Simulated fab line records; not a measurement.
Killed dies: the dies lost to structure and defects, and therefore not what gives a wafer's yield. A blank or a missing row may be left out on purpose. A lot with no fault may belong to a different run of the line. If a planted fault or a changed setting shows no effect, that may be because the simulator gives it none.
fab line records | flow n5-finfet | part 2 of 2: steps 18 to 28 of 28
record: lots: 5 | wafers: 15 | last-day: 22
route steps=1938 shown BEOL_M9@1431
lots that met no fault: from a run of the same line without faults
start-h: the number of hours between the record's first day and the start of the first shown wafer of the lot | wait-h: hours since the lot's step before | " the same as in the row above | L1.1+2: several wafers, shown together as one row | - either no value or no given start | * or withheld: withheld | < > ~ a bound
route shown NAME@n: a module of which the file shows steps, and the number in the route of the first | usual: mean and standard deviation over wafers with no fault | same: alike in all rows | chamber/n: place in a boat | sites: the reading at each site | _std_site: their standard deviation | _edge_site: inner sites' mean taken away from outer sites' mean | radius-mm: for every site, how far away it sits from the centre of the wafer | mask NAME#n: copy n | behind: the most recent tool/chamber to have shaped the wafer | hold: what put the lot on hold/how long, in hours/how the hold closed | device: the transistor (n, p or np) that didn't switch | end of line: tests of these same wafers at the route's end | where a step has no rows: the recipe by itself | killed: dies lost to structure and defects at the first sort, not the wafer's yield | map: shows each die of a wafer: x if killed, . if not, _ if none is there
set.NAME: the setting the step ran with; set.NAME@STEP: the setting that earlier step ran with | model.NAME: the simulator's own value behind a step, which no gauge read
lots at selected steps of the route; one table per step, one row per wafer
services: from which hour (start-h, from the record's first day; less than 0 if before it) a tool's chamber was out of use, for how many hours, and why
== steps ==
step: N5_BEOL_M9_STRIP_80
recipe: chemistry: N2/H2 | time-s: 10 | power-w: 450 | temp-c: 40 | pressure-mtorr: 20 | rf-frequency-hz: 6e+07 | bias-power-w: 7 | n2-flow-sccm: 200 | h2-flow-sccm: 200
usual: drypump-motor-current-A: 5.8/0.35 | oes-product-au: 0.81/0.065 | rf-vpp-V: 59.2/0.89 | showerhead-plenum-p-Torr: 2.56/0.085 | throttle-valve-pct: 23.63/0.23
lot.wafer | tool        | chamber | start-h | wait-h | drypump-motor-current-A | oes-product-au | rf-hours-counter-h | rf-vpp-V | showerhead-plenum-p-Torr | throttle-valve-pct
L077.2    | rie-diel-06 | 2       | -       | -      | 5.5                     | 0.78           | 132                | 59.0     | 2.55                     | 23.43
L077.3    | "           | 0       | "       | "      | 6.5                     | 0.75           | -                  | 59.9     | 2.63                     | 23.75
L077.5    | "           | 0       | "       | "      | 6.5                     | 0.75           | -                  | 60.4     | 2.63                     | 23.74
L078.1    | rie-diel-06 | 3       | -       | -      | 5.8                     | 0.68           | 260                | 58.2     | 2.39                     | 23.52
L078.2    | "           | 0       | "       | "      | 6.5                     | 0.75           | 175                | 59.7     | 2.63                     | 23.76
L078.3    | "           | 2       | "       | "      | 5.5                     | 0.78           | 136                | 59.7     | 2.55                     | 23.44
L085.3    | rie-diel-01 | 0       | -       | -      | 5.4                     | 0.86           | 60                 | 59.0     | 2.47                     | 23.65
L085.4    | "           | 3       | "       | "      | 6.1                     | 0.84           | 78                 | 60.2     | 2.58                     | 23.56
L085.5    | "           | 2       | "       | "      | 5.7                     | 0.78           | -                  | 59.3     | 2.55                     | 23.99
L087.1    | rie-diel-01 | 1       | -       | -      | 5.6                     | 0.90           | 32                 | 59.9     | 2.70                     | 23.88
L087.3    | "           | 2       | "       | "      | 5.7                     | 0.77           | 121                | 61.2     | 2.55                     | 23.98
L087.5    | "           | 2       | "       | "      | 5.7                     | 0.76           | -                  | 58.5     | 2.55                     | 23.97
L082.2    | rie-diel-06 | 0       | -       | -      | 6.5                     | 0.72           | 210                | 58.6     | 2.62                     | 23.80
L082.4    | "           | 2       | "       | "      | 5.5                     | 0.74           | 174                | 57.9     | 2.53                     | 23.49
L082.5    | "           | 2       | "       | "      | 5.5                     | 0.74           | -                  | 58.2     | 2.53                     | 23.48
step: N5_BEOL_M9_OCD_MEAS_38
usual: trench-depth-nm: 151.4/2.1
lot.wafer | tool   | chamber | start-h | wait-h | trench-depth-nm
L077.2    | ocd-02 | -       | 271.71  | -      | 150.7
L077.3    | "      | -       | "       | "      | 148.1
L077.5    | "      | -       | "       | "      | 148.1
L078.1    | ocd-02 | -       | 288.83  | -      | 151.6
L078.2    | "      | -       | "       | "      | 151.1
L078.3    | "      | -       | "       | "      | 153.3
L085.3    | ocd-02 | -       | 372.42  | -      | 153.1
L085.4    | "      | -       | "       | "      | 153.3
L085.5    | "      | -       | "       | "      | 150.3
L087.1    | ocd-02 | -       | 389.32  | -      | 152.1
L087.3    | "      | -       | "       | "      | 150.5
L087.5    | "      | -       | "       | "      | 151.2
L082.2    | ocd-02 | -       | 451.31  | -      | 149.0
L082.4    | "      | -       | "       | "      | 148.2
L082.5    | "      | -       | "       | "      | 150.1
step: N5_BEOL_M9_HM_STRIP_39
recipe: chemistry: peroxide-tin-strip | material: TiN | target-depth-a: 250 | temp-c: 50 | time-s: 158
lot.wafer  | tool         | chamber | start-h | wait-h
L077.2+3+5 | wet-bench-02 | 0,5,4   | 271.74  | 0.0
L078.1+2+3 | wet-bench-04 | 1,4,3   | 288.86  | 0.0
L085.3+4+5 | wet-bench-01 | 3,0,2   | 372.45  | 0.0
L087.1+3+5 | wet-bench-04 | 6,4,0   | 389.35  | 0.0
L082.2+4+5 | wet-bench-04 | 6,4,3   | 451.35  | 0.0
step: N5_BEOL_M9_SRD_40
recipe: time-s: 30 | temp-c: 23 | rinse-liquid: diw | dry: ipa-marangoni
lot.wafer  | tool         | chamber | start-h | wait-h
L077.2+3+5 | wet-bench-02 | 0,5,4   | 271.79  | 0.0
L078.1+2+3 | wet-bench-04 | 1,4,3   | 288.91  | 0.0
L085.3+4+5 | wet-bench-01 | 3,0,2   | 372.50  | 0.0
L087.1+3+5 | wet-bench-04 | 6,4,0   | 389.40  | 0.0
L082.2+4+5 | wet-bench-04 | 6,4,3   | 451.39  | 0.0
step: N5_BEOL_M9_PRECLEAN_42
recipe: chemistry: residue-remover | time-s: 60 | temp-c: 40
lot.wafer  | tool         | chamber | start-h | wait-h
L077.2+3+5 | wet-bench-02 | 0,5,4   | 271.80  | 0.0
L078.1+2+3 | wet-bench-04 | 1,4,3   | 288.93  | 0.0
L085.3+4+5 | wet-bench-01 | 3,0,2   | 372.52  | 0.0
L087.1+3+5 | wet-bench-04 | 6,4,0   | 389.42  | 0.0
L082.2+4+5 | wet-bench-04 | 6,4,3   | 451.41  | 0.0
step: N5_BEOL_M9_SRD_43
recipe: time-s: 30 | temp-c: 23 | rinse-liquid: diw | dry: ipa-marangoni
lot.wafer  | tool         | chamber | start-h | wait-h
L077.2+3+5 | wet-bench-02 | 0,5,4   | 271.82  | 0.0
L078.1+2+3 | wet-bench-04 | 1,4,3   | 288.95  | 0.0
L085.3+4+5 | wet-bench-01 | 3,0,2   | 372.54  | 0.0
L087.1+3+5 | wet-bench-04 | 6,4,0   | 389.44  | 0.0
L082.2+4+5 | wet-bench-04 | 6,4,3   | 451.43  | 0.0
step: N5_BEOL_M9_CD_MEAS_35
recipe: target-cd-nm: 70 | target-cd-y-nm: 40 | polarity: opening
usual: cd-nm: 70.0/0.51
lot.wafer | tool      | chamber | start-h | wait-h | cd-nm
L077.2    | cd-sem-03 | -       | 271.86  | 0.0    | 69.9
L077.3    | "         | -       | "       | "      | 69.7
L077.5    | "         | -       | "       | "      | 69.8
L078.1    | cd-sem-02 | -       | 288.98  | 0.0    | 69.9
L078.2    | "         | -       | "       | "      | 69.7
L078.3    | "         | -       | "       | "      | 70.2
L085.3    | cd-sem-03 | -       | 372.58  | 0.0    | 71.1
L085.4    | "         | -       | "       | "      | 70.2
L085.5    | "         | -       | "       | "      | 70.7
L087.1    | cd-sem-02 | -       | 389.48  | 0.0    | 69.4
L087.3    | "         | -       | "       | "      | 69.0
L087.5    | "         | -       | "       | "      | 69.2
L082.2    | cd-sem-03 | -       | 451.47  | 0.0    | 69.5
L082.4    | "         | -       | "       | "      | 69.1
L082.5    | "         | -       | "       | "      | 69.6
step: N5_BEOL_M9_CURE_72
recipe: temp-c: 370 | time-s: 120 | ambient: DMADMS/He | material: SiCOH_lowk
usual: lamp-power-pct: 52.32/0.058 | wafer_temp_C_max: 371.7/0.56
lot.wafer | tool       | chamber | start-h | wait-h | lamp-power-pct | wafer_temp_C_max
L077.2    | uv-cure-01 | 2       | 271.95  | 0.1    | 52.35          | 371.8
L077.3    | "          | 2       | "       | "      | 52.35          | 371.8
L077.5    | "          | 2       | "       | "      | 52.29          | 371.6
L078.1    | uv-cure-01 | 2       | 289.03  | 0.0    | 52.26          | 372.1
L078.2    | "          | 2       | "       | "      | 52.37          | 371.7
L078.3    | "          | 2       | "       | "      | 52.43          | 372.3
L085.3    | uv-cure-01 | 2       | 372.72  | 0.1    | 52.23          | 371.7
L085.4    | "          | 2       | "       | "      | 52.30          | 371.9
L085.5    | "          | 2       | "       | "      | 52.28          | 371.6
L087.1    | uv-cure-03 | 0       | 389.52  | 0.0    | 52.29          | 371.5
L087.3    | "          | 0       | "       | "      | 52.39          | 372.2
L087.5    | "          | 0       | "       | "      | 52.30          | 371.4
L082.2    | uv-cure-03 | 1       | 451.56  | 0.1    | 52.28          | 371.3
L082.4    | "          | 1       | "       | "      | 52.39          | 370.9
L082.5    | "          | 1       | "       | "      | 52.38          | 371.2
step: N5_BEOL_M9_DEGAS_44
recipe: ambient: vacuum | temp-c: 250 | time-s: 60
usual: heater-power-w: 325/30
lot.wafer | tool           | chamber | start-h | wait-h | heater-power-w
L077.2    | pvd-sputter-01 | -       | 274.28  | 2.3    | 336
L077.3    | "              | -       | "       | "      | 326
L077.5    | "              | -       | "       | "      | 329
L078.1    | pvd-sputter-02 | -       | 290.99  | 1.9    | 347
L078.2    | "              | -       | "       | "      | 320
L078.3    | "              | -       | "       | "      | 295
L085.3    | pvd-sputter-01 | -       | 372.94  | 0.2    | 298
L085.4    | "              | -       | "       | "      | 325
L085.5    | "              | -       | "       | "      | 294
L087.1    | pvd-sputter-01 | -       | 390.10  | 0.5    | 321
L087.3    | "              | -       | "       | "      | 293
L087.5    | "              | -       | "       | "      | 334
L082.2    | pvd-sputter-03 | -       | 452.20  | 0.6    | 283
L082.4    | "              | -       | "       | "      | 369
L082.5    | "              | -       | "       | "      | 284
step: N5_BEOL_M9_PRE_CLEAN_45
recipe: gas: H2/He | time-s: 30 | temp-c: 250
usual: heater-power-w: 324/30
lot.wafer | tool           | chamber | start-h | wait-h | heater-power-w
L077.2    | pvd-sputter-01 | -       | 274.32  | 0.0    | 327
L077.3    | "              | -       | "       | "      | 323
L077.5    | "              | -       | "       | "      | 334
L078.1    | pvd-sputter-02 | -       | 291.03  | 0.0    | 339
L078.2    | "              | -       | "       | "      | 313
L078.3    | "              | -       | "       | "      | 290
L085.3    | pvd-sputter-01 | -       | 372.98  | 0.0    | 286
L085.4    | "              | -       | "       | "      | 333
L085.5    | "              | -       | "       | "      | 287
L087.1    | pvd-sputter-01 | -       | 390.14  | 0.0    | 331
L087.3    | "              | -       | "       | "      | 288
L087.5    | "              | -       | "       | "      | 334
L082.2    | pvd-sputter-03 | -       | 452.24  | 0.0    | 288
L082.4    | "              | -       | "       | "      | 365
L082.5    | "              | -       | "       | "      | 286
step: N5_BEOL_M9_ALD_74
recipe: material: TaN | target-thk-a: 20 | temp-c: 275 | ald-precursor-family: PDMAT | ald-co-reactant: NH3 | pressure-torr: 3 | carrier-flow-sccm: 1500 | pulse-time-s: 2 | purge-time-s: 3 | co-reactant-purge-time-s: 2 | co-reactant-pulse-time-s: 3 | ald-cycles: 40 | precursor-vessel-temp-c: 75 | precursor-vessel-pressure-torr: 26.25 | precursor-vessel-carrier-sccm: 1000
usual: heater-power-w: 411/51 | precursor-vessel-pressure-torr: 26.25/0.052
same: purge-time-s: 3
lot.wafer | tool         | chamber | start-h | wait-h | heater-power-w | precursor-vessel-pressure-torr
L077.2    | ald-metal-03 | 0       | 274.38  | 0.0    | 362            | 26.24
L077.3    | "            | 2       | "       | "      | 422            | 26.29
L077.5    | "            | 1       | "       | "      | 330            | 26.26
L078.1    | ald-metal-04 | 1       | 291.11  | 0.1    | 449            | 26.30
L078.2    | "            | 2       | "       | "      | 400            | 26.27
L078.3    | "            | 0       | "       | "      | 406            | 26.24
L085.3    | ald-metal-02 | 2       | 373.04  | 0.0    | 458            | 26.21
L085.4    | "            | 1       | "       | "      | 466            | 26.28
L085.5    | "            | 1       | "       | "      | 473            | 26.14
L087.1    | ald-metal-04 | 3       | 390.20  | 0.0    | 453            | 26.26
L087.3    | "            | 1       | "       | "      | 453            | 26.27
L087.5    | "            | 1       | "       | "      | 454            | 26.31
L082.2    | ald-metal-03 | 3       | 452.32  | 0.1    | 431            | 26.26
L082.4    | "            | 1       | "       | "      | 332            | 26.17
L082.5    | "            | 0       | "       | "      | 387            | 26.29
== services ==
tool           | chamber | start-h | hours | kind
euv-scanner-01 | -       | 252.36  | 1.0   | pm
euv-scanner-02 | -       | 253.37  | 1.0   | pm
rie-diel-01    | 2       | 254.21  | 11.8  | repair
euv-scanner-02 | -       | 265.13  | 3.9   | repair
uv-cure-01     | -       | 267.57  | 2.1   | pm
rie-diel-06    | 3       | 270.58  | 2.7   | repair
pvd-sputter-03 | -       | 273.75  | 1.9   | repair
ald-metal-04   | -       | 277.92  | 8.7   | pm
euv-scanner-02 | -       | 291.74  | 4.6   | pm
euv-scanner-01 | -       | 308.51  | 1.0   | pm
euv-scanner-02 | -       | 309.52  | 1.0   | pm
uv-cure-03     | -       | 316.55  | 1.0   | pm
ald-metal-03   | 3       | 317.39  | 12.6  | repair
rie-diel-01    | 0       | 323.77  | 1.3   | repair
ald-metal-03   | 0       | 357.69  | 4.9   | repair
wet-bench-04   | -       | 358.82  | 1.9   | pm
euv-scanner-01 | -       | 364.66  | 1.0   | pm
euv-scanner-02 | -       | 365.67  | 1.0   | pm
ald-metal-03   | 3       | 368.52  | 5.5   | repair
wet-bench-04   | -       | 418.14  | 2.7   | repair
euv-scanner-02 | -       | 421.82  | 1.0   | pm
rie-diel-01    | -       | 424.75  | 0.6   | repair
pvd-sputter-01 | -       | 437.04  | 27.5  | repair
uv-cure-01     | -       | 438.49  | 7.5   | pm
